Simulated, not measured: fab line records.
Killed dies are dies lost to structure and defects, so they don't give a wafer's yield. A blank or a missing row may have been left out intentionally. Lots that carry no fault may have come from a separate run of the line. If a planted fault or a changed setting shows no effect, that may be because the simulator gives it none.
What tool caused it? | flow n5 finfet | 11 lots (33 wafers sampled), 1 step of a 1938-step route

== WHAT THE GAUGES READ, wafer by wafer ==
N5_BEOL_M12_INSPECT_30: inspects for defects (macro). Usual: raw defect count reads 1.9 (standard deviation 1.3).
lot  | measured     | on                | raw defect count | flag
L996 | day 11 18:23 | defect inspect-02 | 2 3 1            |
L997 | day 11 18:44 | defect inspect-01 | 2 4 1            |
L100 | day 13 19:04 | defect inspect-02 | 1 3 4            |
L107 | day 16 07:38 | defect inspect-02 | 2 0 2            |
L109 | day 16 10:20 | defect inspect-02 | 2 2 4            |
L108 | day 16 12:34 | defect inspect-02 | 4 3 1            |
L998 | day 16 19:41 | defect inspect-02 | 5 4 1            |
L110 | day 17 23:40 | defect inspect-02 | 0 3 2            |
L114 | day 18 00:02 | defect inspect-02 | 1 3 1            |
L115 | day 18 06:37 | defect inspect-02 | 3 1 3            |
L119 | day 18 12:35 | defect inspect-01 | 1 2 4            |

== WHICH TOOL RAN EACH LOT (tool, then ch and the chambers of the sampled wafers, then the start) ==
The record holds no process step before these readings.

== AS READ BY THE TOOLS THEMSELVES (means over the sampled wafers that have a number; for cases with no such wafer, the mark the record gives instead) ==
The record holds no such reading with a usual standard deviation.

== THE ANSWER, worked out from the rows above alone ==
Rule: a lot is off if the mean of its wafers that have a number lies more than 3 standard deviations from the usual mean. Also off: a lot with no number at a reading for which 4 or more lots have one. Any other lot the step has rows for is counted as sound. The gauges are gone through in route order, then the tools' own readings, and for those a lot's mean is taken as printed above. At the first step where some lot is off, the reading lying furthest off is the one used; lots without a number count as furthest.
None of the lots is off at any reading shown; this tells nothing.

== WHAT THE SIMULATOR HAD INSERTED ==
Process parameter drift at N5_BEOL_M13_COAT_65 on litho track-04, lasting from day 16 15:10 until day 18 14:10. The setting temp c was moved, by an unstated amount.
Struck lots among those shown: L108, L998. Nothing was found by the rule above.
